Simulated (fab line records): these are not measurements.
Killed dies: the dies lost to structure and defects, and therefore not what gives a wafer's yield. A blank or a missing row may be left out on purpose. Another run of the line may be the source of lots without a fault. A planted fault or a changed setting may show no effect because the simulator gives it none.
fab line records	flow n5_finfet
[record] lots = 10	wafers = 30	last_day = 16
route steps=1938 shown BEOL_M6@1262 BEOL_M7@1279 PASSIVATION@1936
lots with no fault: from the same line, run without faults
start_h: hours from the record's first day to the start of the lot's first wafer shown	wait_h: time in hours since the lot's previous step	" as in the row above	L1.1+2: a single row standing in for several wafers	- no value present, or no start provided	* or withheld: withheld	< > ~ a bound
route shown NAME@n: names a module that has steps shown in the file, with the first one's number in the route	usual: the fault-free wafers' mean and standard deviation	same: alike in all rows	chamber/n: place in a boat	sites: readings site by site	_std_site: standard deviation of those values	_edge_site: the outer-site mean with the inner-site mean subtracted	radius_mm: how far each site lies from the wafer's centre	mask NAME#n: copy n	behind: the tool/chamber that last shaped the wafer	hold: cause of the lot's hold/its duration in hours/its outcome	device: the transistor (n, p or np) that didn't switch	end of line: the route-end tests of the same wafers	a step without rows: its recipe alone	killed: dies that structure and defects cost at the first sort, which is not the same as the wafer's yield	map: a wafer's dies, x killed, . not, _ none there
set.NAME: the setting that was run; set.NAME@STEP: the one run at that earlier step	model.NAME: the simulator's own value behind a step, which no gauge read
route steps across a sampled set of lots; one table per step, one row per wafer
services: a tool's chamber out of use, with start hour (start_h, from the record's first day; less than 0 if before it), hours out, and reason
[[steps]]
[step N5_BEOL_M6_INSPECT_58]
[recipe] inspect_instrument = darkfield	mode = post_dep
[usual] raw_defect_count = 70/23
lot.wafer	tool	chamber	start_h	wait_h	raw_defect_count
L880.3	defect_inspect-02	-	200.96	0.0	64
L880.5	"	-	"	"	58
L880.6	"	-	"	"	77
L879.2	defect_inspect-01	-	202.88	0.0	76
L879.5	"	-	"	"	55
L879.6	"	-	"	"	95
L882.3	defect_inspect-01	-	225.91	0.0	47
L882.5	"	-	"	"	65
L882.6	"	-	"	"	49
L883.1	defect_inspect-01	-	246.88	0.0	77
L883.3	"	-	"	"	111
L883.5	"	-	"	"	75
L890.2	defect_inspect-02	-	285.59	0.0	60
L890.3	"	-	"	"	83
L890.5	"	-	"	"	67
L892.3	defect_inspect-01	-	287.54	0.0	92
L892.5	"	-	"	"	62
L892.6	"	-	"	"	35
L893.2	defect_inspect-02	-	289.53	0.0	57
L893.4	"	-	"	"	55
L893.5	"	-	"	"	38
L894.2	defect_inspect-02	-	290.35	0.0	90
L894.3	"	-	"	"	43
L894.5	"	-	"	"	58
L897.3	defect_inspect-02	-	308.90	0.0	68
L897.4	"	-	"	"	76
L897.5	"	-	"	"	91
L896.2	defect_inspect-02	-	316.07	0.0	66
L896.3	"	-	"	"	106
L896.5	"	-	"	"	51
[step N5_BEOL_M7_DESCUM_16]
[recipe] chemistry = O2	time_s = 7.9	source_power_w = 50	bias_power_w = 20	pressure_mtorr = 20	rf_frequency_hz = 2.712e+07	temp_c = 40	resist = CAR-ArF	o2_flow_sccm = 225
[usual] bias_power_w = 20.01/0.065	drypump_motor_current_A = 5.6/0.44	oes_product_au = 0.82/0.078	rf_vpp_V = 243.6/1.5	showerhead_plenum_p_Torr = 2.12/0.082	throttle_valve_pct = 20.43/0.21
lot.wafer	tool	chamber	start_h	wait_h	bias_power_w	drypump_motor_current_A	oes_product_au	rf_hours_counter_h	rf_vpp_V	showerhead_plenum_p_Torr	throttle_valve_pct
L880.3	rie_diel-03	3	202.15	0.0	20.00	4.8	0.84	57	242.1	2.03	20.62
L880.5	"	2	"	"	19.95	5.4	0.81	-	246.1	2.21	20.76
L880.6	"	3	"	"	19.91	4.8	0.84	-	240.9	2.03	20.61
L879.2	rie_diel-04	0	205.53	0.5	20.03	5.8	0.68	252	243.1	2.13	20.56
L879.5	"	2	"	"	20.11	5.7	0.68	-	243.3	2.16	20.72
L879.6	"	0	"	"	20.03	5.8	0.68	-	243.4	2.13	20.59
L882.3	rie_diel-03	3	229.15	1.3	19.97	4.7	0.83	69	245.2	2.03	20.64
L882.5	"	3	"	"	20.00	4.7	0.82	-	242.0	2.03	20.62
L882.6	"	1	"	"	20.08	5.9	0.84	-	244.2	2.13	20.37
L883.1	rie_diel-03	0	248.89	0.0	19.99	5.3	0.95	2	244.2	2.24	20.34
L883.3	"	3	"	"	19.95	4.7	0.82	77	241.8	2.03	20.63
L883.5	"	2	"	"	20.02	5.4	0.80	-	245.9	2.20	20.77
L890.2	rie_diel-01	1	288.12	0.0	20.04	6.0	0.81	70	243.7	2.22	20.04
L890.3	"	0	"	"	19.97	5.0	0.83	81	244.5	2.22	20.51
L890.5	"	2	"	"	19.93	5.6	0.91	-	242.0	2.05	20.24
L892.3	rie_diel-04	1	289.15	0.0	19.95	5.7	0.80	103	242.4	2.03	20.20
L892.5	"	0	"	"	19.92	5.8	0.93	-	243.8	2.13	20.18
L892.6	"	3	"	"	20.02	6.5	0.69	-	240.5	1.98	20.58
L893.2	rie_diel-04	2	292.32	0.6	19.94	5.8	0.97	3	245.1	2.15	20.33
L893.4	"	1	"	"	19.92	5.7	0.80	104	241.9	2.03	20.20
L893.5	"	3	"	"	19.95	6.5	0.68	-	241.4	1.98	20.58
L894.2	rie_diel-04	1	292.62	0.4	19.99	5.7	0.78	104	241.9	2.03	20.18
L894.3	"	0	"	"	19.98	5.8	0.91	12	244.5	2.13	20.20
L894.5	"	0	"	"	20.03	5.8	0.91	-	243.7	2.13	20.21
L897.3	rie_diel-01	2	312.64	1.8	20.06	5.6	0.90	34	244.2	2.05	20.25
L897.4	"	3	"	"	19.88	5.4	0.81	-	244.4	2.11	20.44
L897.5	"	0	"	"	20.05	5.1	0.81	-	245.8	2.21	20.52
L896.2	rie_diel-03	3	318.86	0.0	19.95	4.7	0.80	93	242.0	2.02	20.66
L896.3	"	0	"	"	20.01	5.2	0.89	22	243.9	2.23	20.37
L896.5	"	0	"	"	20.04	5.2	0.88	-	244.1	2.23	20.36
[step N5_BEOL_M7_COAT_64]
[recipe] resist = SiARC	temp_c = 220	time_s = 60	spin_rpm = 1500	resist_thk_nm = 12
[usual] spin_speed_rpm = 1500.0/1
lot.wafer	tool	chamber	start_h	wait_h	spin_speed_rpm
L880.3	litho_track-04	0	202.70	-	1499.9
L880.5	"	0	"	"	1499.4
L880.6	"	0	"	"	1501.3
L879.2	litho_track-03	0	206.88	-	1497.8
L879.5	"	0	"	"	1496.4
L879.6	"	0	"	"	1498.4
L882.3	litho_track-03	0	234.63	-	1437.7
L882.5	"	0	"	"	1437.2
L882.6	"	0	"	"	1436.8
L883.1	litho_track-03	0	250.29	-	1435.3
L883.3	"	0	"	"	1436.5
L883.5	"	0	"	"	1435.0
L890.2	litho_track-04	0	288.64	-	1499.7
L890.3	"	0	"	"	1499.4
L890.5	"	0	"	"	1501.0
L892.3	litho_track-01	0	290.17	-	1499.3
L892.5	"	0	"	"	1500.6
L892.6	"	0	"	"	1499.1
L894.2	litho_track-01	0	294.23	-	1498.1
L894.3	"	0	"	"	1498.6
L894.5	"	0	"	"	1499.5
L893.2	litho_track-04	0	294.23	-	1500.1
L893.4	"	0	"	"	1500.0
L893.5	"	0	"	"	1500.9
L897.3	litho_track-01	0	313.84	-	1499.8
L897.4	"	0	"	"	1502.0
L897.5	"	0	"	"	1499.2
L896.2	litho_track-04	0	321.54	-	1500.2
L896.3	"	0	"	"	1498.9
L896.5	"	0	"	"	1497.3
[step N5_BEOL_M7_DESCUM_33]
[recipe] chemistry = O2	time_s = 7	source_power_w = 50	bias_power_w = 20	pressure_mtorr = 20	rf_frequency_hz = 2.712e+07	temp_c = 40	resist = CAR-EUV	o2_flow_sccm = 225
[usual] bias_power_w = 20.01/0.059	drypump_motor_current_A = 5.6/0.46	oes_product_au = 0.83/0.073	rf_vpp_V = 243.5/1.5	showerhead_plenum_p_Torr = 2.12/0.086	throttle_valve_pct = 20.44/0.21
lot.wafer	tool	chamber	start_h	wait_h	bias_power_w	drypump_motor_current_A	oes_product_au	rf_hours_counter_h	rf_vpp_V	showerhead_plenum_p_Torr	throttle_valve_pct
L880.3	rie_diel-03	1	203.08	0.0	19.99	5.9	0.86	48	244.4	2.13	20.39
L880.5	"	3	"	"	19.99	4.8	0.85	-	242.3	2.03	20.62
L880.6	"	2	"	"	19.86	5.4	0.82	-	244.9	2.21	20.74
L879.2	rie_diel-01	1	207.40	0.0	20.03	6.0	0.86	39	245.9	2.23	20.00
L879.5	"	1	"	"	20.05	6.0	0.86	-	245.2	2.23	20.00
L879.6	"	3	"	"	20.01	5.4	0.87	-	244.3	2.12	20.36
L882.3	rie_diel-03	3	235.50	0.5	20.04	4.8	0.83	73	241.2	2.03	20.63
L882.5	"	2	"	"	19.99	5.4	0.81	-	244.7	2.20	20.78
L882.6	"	1	"	"	19.94	5.9	0.84	-	243.2	2.12	20.38
L883.1	rie_diel-03	0	251.13	0.4	19.96	5.2	0.95	4	246.0	2.24	20.34
L883.3	"	2	"	"	20.04	5.4	0.80	107	243.7	2.20	20.76
L883.5	"	1	"	"	20.06	5.9	0.85	-	243.5	2.12	20.39
L890.2	rie_diel-03	0	289.03	0.0	19.99	5.2	0.90	16	245.6	2.23	20.37
L890.3	"	1	"	"	20.07	5.9	0.82	79	244.3	2.12	20.42
L890.5	"	0	"	"	20.04	5.2	0.90	-	247.0	2.23	20.36
L892.3	rie_diel-01	1	290.56	0.0	19.97	5.9	0.82	70	243.3	2.22	20.05
L892.5	"	1	"	"	20.00	5.9	0.81	-	244.9	2.22	20.07
L892.6	"	0	"	"	19.98	5.1	0.84	-	245.8	2.22	20.52
L894.2	rie_diel-04	3	294.88	0.3	19.95	6.5	0.69	238	240.4	1.98	20.56
L894.3	"	2	"	"	20.01	5.8	0.96	4	242.4	2.15	20.33
L894.5	"	1	"	"	20.05	5.7	0.81	-	243.3	2.03	20.18
L893.2	rie_diel-01	2	294.90	0.3	19.96	5.6	0.91	24	244.1	2.05	20.23
L893.4	"	3	"	"	19.88	5.4	0.83	83	243.6	2.11	20.42
L893.5	"	1	"	"	20.10	6.0	0.82	-	245.2	2.22	20.05
L897.3	rie_diel-04	2	315.44	1.2	20.04	5.8	0.94	13	245.0	2.15	20.34
L897.4	"	3	"	"	19.99	6.5	0.69	247	241.8	1.98	20.58
L897.5	"	1	"	"	19.98	5.7	0.80	-	241.3	2.02	20.21
L896.2	rie_diel-04	1	322.06	0.0	19.95	5.7	0.79	117	241.8	2.02	20.19
L896.3	"	2	"	"	20.09	5.7	0.93	15	243.1	2.15	20.34
L896.5	"	1	"	"	19.99	5.7	0.80	-	241.9	2.02	20.20
[step N5_PASSIVATION_PROBE_49]
[usual] defect_limited_yield = 91.1/1.3	killed_at_M0_to_M3 = 34/10	killed_at_M4_up = 14/5.7	killed_at_contacts = 12/5.9	killed_at_front_end = 41/12	killed_at_other = 4/3.1	killed_dies = 105/15	killed_on_rim = 14/4.2	killed_open = 69/11	killed_short = 35/7.8	sort_bin_5_function = 5.3/0.81	sort_bin_6_memory = 3.3/0.75	sort_n_pass = 1075/15	sort_yield_pct = 91.1/1.3
[same] gross_dies = 1180	killed_at_back_side = 0	sort_bin_4_leakage[%] = 0	sort_bin_8_speed[%] = 0
lot.wafer	tool	chamber	start_h	wait_h	defect_limited_yield[%]	killed_at_M0_to_M3	killed_at_M4_up	killed_at_contacts	killed_at_front_end	killed_at_other	killed_dies	killed_on_rim	killed_open	killed_short	sort_bin_5_function[%]	sort_bin_6_memory[%]	sort_n_pass	sort_yield_pct[%]
L880.3	prober-01	-	279.42	0.1	92.7	20	11	24	29	2	86	9	61	23	4.4	2.7	1094	92.7
L880.5	prober-01	-	279.52	0.2	90.6	47	12	20	30	2	111	14	69	41	6.3	2.9	1069	90.6
L880.6	prober-01	-	279.57	0.3	92.2	29	14	8	40	1	92	12	59	30	5.3	2.2	1088	92.2
L879.2	prober-02	-	282.13	0.1	90.9	41	5	23	35	3	107	13	75	31	6.3	2.5	1073	90.9
L879.5	prober-02	-	282.28	0.2	90.8	41	10	24	31	2	108	15	76	31	5.4	3.6	1072	90.8
L879.6	prober-02	-	282.33	0.3	91.6	46	6	16	30	1	99	11	66	30	5.3	2.5	1081	91.6
L882.3	prober-01	-	316.74	0.1	91.2	36	23	11	30	4	104	13	75	29	5.3	3.4	1076	91.2
L882.5	prober-01	-	316.84	0.2	92.0	22	12	22	30	8	94	10	58	34	4.7	2.9	1086	92.0
L882.6	prober-01	-	316.89	0.3	90.9	37	22	15	32	1	107	19	73	34	4.5	4.3	1073	90.9
L883.1	prober-01	-	336.50	0.0	90.6	43	13	9	44	2	111	12	71	40	5.9	3.1	1069	90.6
L883.3	prober-01	-	336.60	0.1	89.3	40	13	20	51	2	126	20	79	47	6.2	4.2	1054	89.3
L883.5	prober-01	-	336.70	0.2	90.4	34	14	32	30	3	113	16	72	41	5.8	3.4	1067	90.4
L892.3	prober-02	-	363.68	0.1	92.4	25	9	8	41	7	90	11	67	22	4.5	3.0	1090	92.4
L892.5	prober-02	-	363.78	0.2	91.5	34	9	16	39	2	100	16	77	22	4.7	3.6	1080	91.5
L892.6	prober-02	-	363.83	0.3	89.7	32	13	11	61	4	121	22	77	39	6.4	3.2	1059	89.7
L890.2	prober-01	-	364.22	0.1	90.1	25	23	14	47	8	117	18	92	24	5.8	3.9	1063	90.1
L890.3	prober-01	-	364.27	0.1	90.9	19	23	15	47	3	107	14	64	40	5.3	3.3	1073	90.9
L890.5	prober-01	-	364.37	0.2	91.8	19	14	11	39	14	97	16	53	38	4.6	3.1	1083	91.8
L894.2	prober-01	-	374.51	0.1	87.9	51	13	3	74	2	143	22	77	63	6.9	4.7	1037	87.9
L894.3	prober-01	-	374.56	0.1	90.8	50	8	3	42	6	109	9	67	40	5.8	3.0	1071	90.8
L894.5	prober-01	-	374.66	0.2	89.4	54	12	5	52	2	125	16	78	46	6.6	3.3	1055	89.4
L893.2	prober-01	-	382.70	0.1	89.7	36	21	7	55	2	121	16	73	43	5.8	4.2	1059	89.7
L893.4	prober-01	-	382.80	0.2	91.7	32	16	6	39	5	98	15	57	40	5.3	2.5	1082	91.7
L893.5	prober-01	-	382.85	0.2	92.2	27	12	9	41	3	92	15	55	36	4.8	2.7	1088	92.2
L897.3	prober-01	-	392.00	0.1	90.8	29	19	9	44	7	108	15	70	37	5.3	3.6	1072	90.8
L897.4	prober-01	-	392.05	0.2	91.1	36	23	10	28	8	105	11	69	34	5.8	3.0	1075	91.1
L897.5	prober-01	-	392.10	0.2	92.5	12	19	11	36	10	88	11	57	30	4.7	2.5	1092	92.5
L896.2	prober-02	-	392.64	0.1	91.8	35	6	11	42	3	97	11	63	32	5.2	2.7	1083	91.8
L896.3	prober-02	-	392.69	0.1	92.0	39	13	17	23	2	94	9	53	40	4.5	3.2	1086	92.0
L896.5	prober-02	-	392.79	0.2	91.9	39	8	14	34	1	96	15	58	37	4.7	2.8	1084	91.9
// killed by level:class
L880.3 MOL_CONTACT_COAG:geometric_particle:open=23 DUMMY_GATE:geometric_particle:open=9 BEOL_M4:geometric_particle:open=8 GATE_CUT:geometric_particle:short=5 BEOL_M2:geometric_particle:open=4 BEOL_M1:geometric_particle:open=4 DUMMY_GATE:geometric_particle:short=3 BEOL_M0:geometric_particle:open=3
L880.5 BEOL_M2:geometric_particle:open=16 MOL_CONTACT_COAG:geometric_particle:open=10 MOL_CONTACT_COAG:geometric_particle:short=9 BEOL_M0_SAQP:geometric_particle:short=9 BEOL_M0:geometric_particle:open=8 BEOL_M0_SAQP:geometric_particle:open=6 GATE_CUT:geometric_particle:short=5 BEOL_M5:geometric_particle:open=5
L880.6 BEOL_M0_SAQP:geometric_particle:open=9 BEOL_M0_SAQP:geometric_particle:short=7 BEOL_M4:geometric_particle:open=7 STI_FIN_REVEAL:geometric_particle:open=6 DUMMY_GATE:geometric_particle:open=6 GATE_CUT:geometric_particle:short=6 FIN_SAQP:geometric_particle:open=5 MOL_CONTACT_COAG:geometric_particle:open=5
L879.2 MOL_CONTACT_COAG:geometric_particle:open=21 BEOL_M2:geometric_particle:open=16 BEOL_M0_SAQP:geometric_particle:short=9 BEOL_M2:geometric_particle:short=7 GATE_CUT:geometric_particle:open=6 FIN_SAQP:geometric_particle:open=5 STI_FIN_REVEAL:geometric_particle:open=5 BEOL_M0_SAQP:geometric_particle:open=4
L879.5 MOL_CONTACT_COAG:geometric_particle:open=21 BEOL_M2:geometric_particle:open=10 BEOL_M3:geometric_particle:open=7 BEOL_M4:geometric_particle:open=7 BEOL_M0_SAQP:geometric_particle:short=6 FIN_SAQP:geometric_particle:open=4 STI_FIN_REVEAL:geometric_particle:open=4 DUMMY_GATE:geometric_particle:open=4
L879.6 MOL_CONTACT_COAG:geometric_particle:open=14 BEOL_M2:geometric_particle:open=11 BEOL_M0_SAQP:geometric_particle:short=11 BEOL_M1:geometric_particle:open=7 STI_FIN_REVEAL:geometric_particle:open=6 BEOL_M2:geometric_particle:short=6 BEOL_M4:geometric_particle:open=5 FIN_SAQP:geometric_particle:open=4
L882.3 BEOL_M0_SAQP:geometric_particle:open=13 STI_FIN_REVEAL:geometric_particle:open=9 BEOL_M4:geometric_particle:open=9 BEOL_M5:geometric_particle:open=9 GATE_CUT:geometric_particle:short=7 MOL_CONTACT_COAG:geometric_particle:open=7 BEOL_M0_SAQP:geometric_particle:short=6 BEOL_M3:geometric_particle:open=6
L882.5 MOL_CONTACT_COAG:geometric_particle:open=17 GATE_CUT:geometric_particle:short=11 STI_FIN_REVEAL:geometric_particle:open=9 MOL_CONTACT_COAG:geometric_particle:short=5 BEOL_M0_SAQP:geometric_particle:open=5 BEOL_M1:geometric_particle:open=5 BEOL_M0_SAQP:geometric_particle:short=4 PAD_METAL:geometric_particle:short=4
L882.6 MOL_CONTACT_COAG:geometric_particle:open=11 STI_FIN_REVEAL:geometric_particle:open=10 BEOL_M4:geometric_particle:open=9 BEOL_M0_SAQP:geometric_particle:open=6 BEOL_M0_SAQP:geometric_particle:short=6 BEOL_M1:geometric_particle:open=6 BEOL_M2:geometric_particle:open=6 BEOL_M3:geometric_particle:open=5
L883.1 FIN_SAQP:geometric_particle:open=10 MOL_CONTACT_COAG:geometric_particle:open=8 FIN_SAQP:geometric_particle:short=7 GATE_CUT:geometric_particle:short=7 BEOL_M0_SAQP:geometric_particle:short=7 BEOL_M1:geometric_particle:open=7 BEOL_M3:geometric_particle:open=7 BEOL_M0_SAQP:geometric_particle:open=6
L883.3 FIN_SAQP:geometric_particle:short=18 MOL_CONTACT_COAG:geometric_particle:open=17 FIN_SAQP:geometric_particle:open=8 BEOL_M0_SAQP:geometric_particle:short=8 BEOL_M3:geometric_particle:open=7 STI_FIN_REVEAL:geometric_particle:open=6 BEOL_M1:geometric_particle:open=6 BEOL_M0_SAQP:geometric_particle:open=5
L883.5 MOL_CONTACT_COAG:geometric_particle:open=25 FIN_SAQP:geometric_particle:open=9 MOL_CONTACT_COAG:geometric_particle:short=7 BEOL_M0_SAQP:geometric_particle:open=7 BEOL_M1:geometric_particle:open=6 BEOL_M0_SAQP:geometric_particle:short=6 FIN_SAQP:geometric_particle:short=5 BEOL_M2:geometric_particle:open=4
L892.3 STI_FIN_REVEAL:geometric_particle:open=11 BEOL_M3:geometric_particle:open=10 MOL_CONTACT_COAG:geometric_particle:open=6 FIN_SAQP:geometric_particle:open=5 ILD0:geometric_particle:open=5 BEOL_M1:geometric_particle:open=4 STI_FIN_REVEAL:geometric_particle:short=3 BEOL_M4:geometric_particle:open=3
L892.5 STI_FIN_REVEAL:geometric_particle:open=13 MOL_CONTACT_COAG:geometric_particle:open=13 BEOL_M3:geometric_particle:open=13 FIN_SAQP:geometric_particle:open=9 BEOL_M1:geometric_particle:open=6 BEOL_M0_SAQP:geometric_particle:open=5 FIN_SAQP:geometric_particle:short=4 ILD0:geometric_particle:short=4
L892.6 STI_FIN_REVEAL:geometric_particle:open=18 BEOL_M1:geometric_particle:open=12 STI_FIN_REVEAL:geometric_particle:short=10 MOL_CONTACT_COAG:geometric_particle:open=8 BEOL_M3:geometric_particle:open=8 ILD0:geometric_particle:short=6 FIN_SAQP:geometric_particle:short=5 FIN_SAQP:geometric_particle:open=5
L890.2 FIN_SAQP:geometric_particle:open=15 BEOL_M4:geometric_particle:open=13 MOL_CONTACT_COAG:geometric_particle:open=12 BEOL_M1:geometric_particle:open=11 STI_FIN_REVEAL:geometric_particle:open=6 BEOL_M3:geometric_particle:open=6 GATE_CUT:geometric_particle:open=5 PAD_METAL:geometric_particle:open=5
L890.3 STI_FIN_REVEAL:geometric_particle:open=12 MOL_CONTACT_COAG:geometric_particle:open=12 BEOL_M4:geometric_particle:open=10 GATE_CUT:geometric_particle:short=7 ILD0:geometric_particle:short=6 ILD0:geometric_particle:open=4 BEOL_M1:geometric_particle:open=4 BEOL_M3:geometric_particle:open=4
L890.5 STI_FIN_REVEAL:geometric_particle:open=8 BEOL_M4:geometric_particle:open=8 FIN_SAQP:geometric_particle:open=7 MOL_CONTACT_COAG:geometric_particle:open=6 BEOL_M3:geometric_particle:open=6 MOL_CONTACT_COAG:geometric_particle:short=5 PAD_METAL:geometric_particle:short=5 PAD_METAL:geometric_particle:open=4
L894.2 FIN_SAQP:geometric_particle:short=30 FIN_SAQP:geometric_particle:open=19 BEOL_M0_SAQP:geometric_particle:short=14 BEOL_M0_SAQP:geometric_particle:open=10 STI_FIN_REVEAL:geometric_particle:open=8 BEOL_M3:geometric_particle:open=8 BEOL_M1:geometric_particle:open=7 BEOL_M4:geometric_particle:open=5
L894.3 BEOL_M3:geometric_particle:open=15 BEOL_M0_SAQP:geometric_particle:short=13 FIN_SAQP:geometric_particle:open=9 FIN_SAQP:geometric_particle:short=8 BEOL_M0_SAQP:geometric_particle:open=7 STI_FIN_REVEAL:geometric_particle:open=6 GATE_CUT:geometric_particle:short=6 BEOL_M2:geometric_particle:open=5
L894.5 FIN_SAQP:geometric_particle:short=16 BEOL_M0_SAQP:geometric_particle:open=15 FIN_SAQP:geometric_particle:open=14 BEOL_M3:geometric_particle:open=14 BEOL_M0_SAQP:geometric_particle:short=9 BEOL_M1:geometric_particle:open=6 BEOL_M2:geometric_particle:open=6 STI_FIN_REVEAL:geometric_particle:open=5
L893.2 FIN_SAQP:geometric_particle:open=19 BEOL_M0_SAQP:geometric_particle:short=14 FIN_SAQP:geometric_particle:short=11 BEOL_M0_SAQP:geometric_particle:open=11 BEOL_M4:geometric_particle:open=9 DUMMY_GATE:geometric_particle:open=6 MOL_CONTACT_COAG:geometric_particle:open=5 BEOL_M2:geometric_particle:open=5
L893.4 FIN_SAQP:geometric_particle:short=8 FIN_SAQP:geometric_particle:open=8 STI_FIN_REVEAL:geometric_particle:open=7 BEOL_M0_SAQP:geometric_particle:short=7 BEOL_M3:geometric_particle:open=6 BEOL_M0_SAQP:geometric_particle:open=5 BEOL_M2:geometric_particle:open=5 BEOL_M4:geometric_particle:open=5
L893.5 FIN_SAQP:geometric_particle:open=14 FIN_SAQP:geometric_particle:short=8 MOL_CONTACT_COAG:geometric_particle:open=8 GATE_CUT:geometric_particle:short=7 BEOL_M0_SAQP:geometric_particle:open=5 BEOL_M0_SAQP:geometric_particle:short=5 BEOL_M1:geometric_particle:open=5 DUMMY_GATE:geometric_particle:open=4
L897.3 FIN_SAQP:geometric_particle:open=12 BEOL_M0_SAQP:geometric_particle:short=10 FIN_SAQP:geometric_particle:short=9 BEOL_M2:geometric_particle:open=9 BEOL_M0_SAQP:geometric_particle:open=8 MOL_CONTACT_COAG:geometric_particle:open=7 BEOL_M4:geometric_particle:open=6 STI_FIN_REVEAL:geometric_particle:open=4
L897.4 BEOL_M0_SAQP:geometric_particle:open=14 BEOL_M0_SAQP:geometric_particle:short=8 BEOL_M4:geometric_particle:open=8 MOL_CONTACT_COAG:geometric_particle:open=7 BEOL_M1:geometric_particle:open=6 BEOL_M3:geometric_particle:open=5 FIN_SAQP:geometric_particle:open=4 GATE_CUT:geometric_particle:short=4
L897.5 MOL_CONTACT_COAG:geometric_particle:open=9 BEOL_M4:geometric_particle:open=8 FIN_SAQP:geometric_particle:open=6 STI_FIN_REVEAL:geometric_particle:open=5 MIM_TOP_ETCH:geometric_particle:short=5 MIM_TOP_ETCH:geometric_particle:open=5 FIN_SAQP:geometric_particle:short=4 STARTING-WAFER:geometric_particle:open=4
L896.2 STI_FIN_REVEAL:geometric_particle:open=10 BEOL_M3:geometric_particle:open=10 BEOL_M0_SAQP:geometric_particle:open=9 MOL_CONTACT_COAG:geometric_particle:open=7 BEOL_M0_SAQP:geometric_particle:short=7 FIN_SAQP:geometric_particle:open=4 STI_FIN_REVEAL:geometric_particle:short=4 GATE_CUT:geometric_particle:short=4
L896.3 BEOL_M0_SAQP:geometric_particle:short=15 MOL_CONTACT_COAG:geometric_particle:open=12 MOL_CONTACT_COAG:geometric_particle:short=5 BEOL_M0_SAQP:geometric_particle:open=5 BEOL_M3:geometric_particle:open=5 FIN_SAQP:geometric_particle:open=4 STI_FIN_REVEAL:geometric_particle:open=4 BEOL_M2:geometric_particle:short=4
L896.5 BEOL_M0_SAQP:geometric_particle:short=13 MOL_CONTACT_COAG:geometric_particle:open=11 BEOL_M0_SAQP:geometric_particle:open=9 DUMMY_GATE:geometric_particle:open=7 STI_FIN_REVEAL:geometric_particle:open=6 FIN_SAQP:geometric_particle:open=5 BEOL_M3:geometric_particle:open=5 STI_FIN_REVEAL:geometric_particle:short=4
[[services]]
tool	chamber	start_h	hours	kind
rie_diel-04	0	179.56	5.8	repair
rie_diel-04	3	185.77	45.5	repair
rie_diel-01	2	199.95	-	clean
rie_diel-03	0	219.55	-	clean
rie_diel-03	0	219.55	-	consumable_replace:focus_ring
rie_diel-03	0	219.55	-	consumable_replace:showerhead
rie_diel-03	0	219.55	19.9	scheduled_down
rie_diel-03	0	219.55	19.9	vent_cycle
rie_diel-04	-	226.56	15.6	pm
rie_diel-04	0	242.16	-	clean
rie_diel-04	0	242.16	-	consumable_replace:focus_ring
rie_diel-04	0	242.16	16.1	scheduled_down
rie_diel-04	0	242.16	16.1	vent_cycle
rie_diel-04	1	246.44	6.6	repair
rie_diel-04	2	248.61	3.7	repair
rie_diel-04	2	258.24	-	clean
rie_diel-04	2	258.24	-	consumable_replace:focus_ring
rie_diel-04	2	258.24	21.9	scheduled_down
rie_diel-04	2	258.24	21.9	vent_cycle
rie_diel-01	0	269.66	2.1	repair
rie_diel-01	0	275.75	4.7	repair
rie_diel-03	3	282.13	10.9	repair
rie_diel-03	-	298.97	15.6	pm
rie_diel-01	2	321.53	13.2	repair
[[key]]
[first_sign] step = N5_BEOL_M7_COAT_64	reading = spin_speed_rpm	direction = down	sigmas = 63	usual = *	struck = *
effect none on later readings
met_at N5_BEOL_M7_COAT_64
struck_lots L882,L883
not_acting_at N5_BEOL_M6_INSPECT_58,N5_BEOL_M7_DESCUM_16,N5_BEOL_M7_DESCUM_33
onset_between 206.88 234.63
[fault] kind = process_parameter_drift	tool = litho_track-03	chamber = -	onset_h = 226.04	steps = N5_BEOL_M7_COAT_64	channel = spin_rpm	offset = *	shape = step	end_h = 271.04	acts_in = *	stated = *
